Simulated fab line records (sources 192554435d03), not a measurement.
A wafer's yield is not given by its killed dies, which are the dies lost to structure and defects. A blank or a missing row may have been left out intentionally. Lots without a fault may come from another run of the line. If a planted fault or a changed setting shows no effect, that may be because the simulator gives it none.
A struck lot beside a sound one    flow n5Finfet    16 out of 1938 route steps
Sound: wafers L225.2, L225.3, L225.4. Struck: wafers L236.3, L236.5 (left out: L236.4, a lot-mate that was not struck); the cause follows at the end.
Order at every step that has rows: each side's tool, ch and its chambers, its first start. Under that, the readings that differ: sound wafers    struck wafers    difference of the means    sigmas: that difference in standard deviations of wafers without a fault.
alike: readings with means less than 2 such deviations apart, plus words and numbers identical on both sides. not compared: withheld readings, readings lacking a value on some wafer, bounds such as >300 that could conceal the same value, and numbers that have no deviation in the record and whose values overlap.
A row with sigmas, a row that says differs or no value, or rows on one side alone: a step with any of these is where the two part. When numbers do not overlap yet have no deviation, they are printed without sigmas and do not part them. A reading that every wafer of one side lacks parts them only if that side has two wafers or more.

first, 8 steps without rows for these wafers: N5_BEOL_M1_COAT_62 (time 60 s, resist thk 12 nm); N5_BEOL_M1_COAT_73 (time 60 s, resist thk 5 nm); N5_BEOL_M1_COAT_05 (resist thk 30 nm); N5_BEOL_M1_EBR_07; N5_BEOL_M1_SOFTBAKE_06 (time 60 s); N5_BEOL_M1_EXPOSE_08 (exposes mask M1); N5_BEOL_M1_PEB_09 (peb time 60 s); N5_BEOL_M1_DEVELOP_10 (develop time 30 s).
N5_BEOL_M1_CD_MEAS_11: the cd target is 17.05 nm.
  sound on cdSem-02 ch 0, day 7 17:06; struck on cdSem-03 ch 0, day 10 09:47
  alike: cdNm
N5_BEOL_M1_OVL_MEAS_12:
  sound on overlay-02 ch 0, day 7 17:08; struck on overlay-02 ch 0, day 10 09:49
  alike: M1_OVL
N5_BEOL_M1_INSPECT_13: inspects for defects (brightfield).
  struck on defectInspect-01, day 10 09:52; sound on defectInspect-02, day 7 17:11
  alike: rawDefectCount
N5_BEOL_M1_DESCUM_16: chemistry O2, time 7 s.
  sound on rieDiel-05 ch 0,1,3, day 7 17:21; struck on rieDiel-01 ch 1, day 10 09:54
reading               sound              struck       difference  sigmas
throttleValvePct (%)  20.21 20.68 20.28  20.99 21.01  +0.61       +3
  alike: drypumpMotorCurrentA, oesProductAu, rfVppV, showerheadPlenumPTorr
  not compared: rfHoursCounterH
N5_BEOL_M1_ETCH_74: etches underlayer in N2/H2, target depth 6.5 nm, time 5.2 s.
  sound on rieDiel-05 ch 0,1,3, day 7 17:23; struck on rieDiel-01 ch 1, day 10 09:56
reading               sound              struck       difference  sigmas
etchRfOnTimeS (s)     5.03 5.28 5.11     3.49 3.46    -1.67       -14
throttleValvePct (%)  17.73 17.90 17.78  18.51 18.50  +0.70       +4
  alike: drypumpMotorCurrentA, oesProductAu, rfVppV, showerheadPlenumPTorr
  not compared: rfHoursCounterH
N5_BEOL_M1_ETCH_63: etches SiARC in CF4, target depth 15.6 nm, time 26 s.
  sound on rieDiel-05 ch 0,1,3, day 7 17:25; struck on rieDiel-01 ch 1, day 10 09:58
reading               sound              struck       difference  sigmas
throttleValvePct (%)  15.32 15.87 15.52  16.05 16.04  +0.48       +3
  alike: drypumpMotorCurrentA, etchRfOnTimeS, oesProductAu, rfVppV, showerheadPlenumPTorr
  not compared: rfHoursCounterH
-- here the record skips 2 days between the struck wafers' starts before and after, leaving off in module BEOL_M1 and picking up in module BEOL_M4 (first step shown: number 1111 of the route) --
N5_BEOL_M4_RC_MEAS_101:
  sound on prober-02 ch 0, day 10 02:32; struck on prober-01 ch 0, day 12 21:13
  alike: DIBL_N, DIBL_P, IOFF_N, IOFF_P, ION_N, ION_P, SS_N, SS_P, VT_N, VT_P
-- here the record skips 4 days between the struck wafers' starts before and after, leaving off in module BEOL_M4 and picking up in module PASSIVATION (first step shown: number 1936 of the route) --
N5_PASSIVATION_PROBE_49:
  struck on prober-01, day 16 16:35; sound on prober-02, day 14 15:11
reading          sound  struck  difference  sigmas
killed_at_M4_up  4 9 7  26 18   +15         +3
killedAtOther    0 1 3  9 5     +6          +2
  alike: defectLimitedYield, killed_at_M0_to_M3, killedAtContacts, killedAtFrontEnd, killedDies, killedOnRim, killedOpen, killedShort, sort_bin_5_function, sort_bin_6_memory, sort_bin_8_speed, sortNPass, sortYieldPct

== WHERE THEY PART ==
At N5_BEOL_M1_DESCUM_16 first; at N5_PASSIVATION_PROBE_49 last (within this record only).

WHY: what the simulator had put in
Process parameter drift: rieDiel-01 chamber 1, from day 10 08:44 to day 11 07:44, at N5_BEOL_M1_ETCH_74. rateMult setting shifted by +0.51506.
